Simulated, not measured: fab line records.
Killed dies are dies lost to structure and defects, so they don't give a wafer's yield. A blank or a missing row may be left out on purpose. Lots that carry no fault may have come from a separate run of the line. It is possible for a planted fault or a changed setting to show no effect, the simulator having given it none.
Chamber matching || flow nandHarc || 4 sister chambers for NHARC_A_M0_DESCUM_14 on rieDiel-09
The step chemistry O2, time 3 s. 4 wafers are shown with their chamber, then 8 later ones without.

## WAFERS, EACH WITH ITS CHAMBER
{"wafer": "L083.1", "chamber": 3, "drypumpMotorCurrentA (A)": 5.2}
{"wafer": "L088.4", "chamber": 1, "drypumpMotorCurrentA (A)": 5.2}
{"wafer": "L088.5", "chamber": 0, "drypumpMotorCurrentA (A)": 5.2}
{"wafer": "L089.1", "chamber": 2, "drypumpMotorCurrentA (A)": 5.8}

## WAFERS WITH NO CHAMBER GIVEN
{"wafer": "L089.3", "drypumpMotorCurrentA (A)": 5.2}
{"wafer": "L089.4", "drypumpMotorCurrentA (A)": 5.2}
{"wafer": "L090.3", "drypumpMotorCurrentA (A)": 5.2}
{"wafer": "L090.5", "drypumpMotorCurrentA (A)": 5.2}
{"wafer": "L090.6", "drypumpMotorCurrentA (A)": 5.2}
{"wafer": "L096.1", "drypumpMotorCurrentA (A)": 5.2}
{"wafer": "L096.2", "drypumpMotorCurrentA (A)": 5.2}
{"wafer": "L096.4", "drypumpMotorCurrentA (A)": 5.9}

## THE CHAMBER EACH PASSED THROUGH
{"wafer": "L089.3", "from the rows above": "can't be placed: 0 or 1 or 3", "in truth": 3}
{"wafer": "L089.4", "from the rows above": "can't be placed: 0 or 1 or 3", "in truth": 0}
{"wafer": "L090.3", "from the rows above": "can't be placed: 0 or 1 or 3", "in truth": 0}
{"wafer": "L090.5", "from the rows above": "can't be placed: 0 or 1 or 3", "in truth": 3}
{"wafer": "L090.6", "from the rows above": "can't be placed: 0 or 1 or 3", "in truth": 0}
{"wafer": "L096.1", "from the rows above": "can't be placed: 0 or 1 or 3", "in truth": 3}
{"wafer": "L096.2", "from the rows above": "can't be placed: 0 or 1 or 3", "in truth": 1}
{"wafer": "L096.4", "from the rows above": 2, "in truth": 2}
1 of 8 placed correctly. Cannot be placed on the basis of these rows: 7; the candidates contain the true chamber in 7. 0 placed wrongly.
How it was worked out, from the rows above alone: a wafer's distance from a chamber is the root of the sum, over the readings, of the square of ((its reading less the chamber's mean) divided by the reading's scatter). If the next closest chamber is less than 2 further off than the closest, the wafer can't be placed; otherwise it belongs to the closest. A chamber's mean is the mean of its shown wafers. The scatter: root of mean squared gap, hidden wafer to nearest shown wafer, with one shown wafer a chamber.
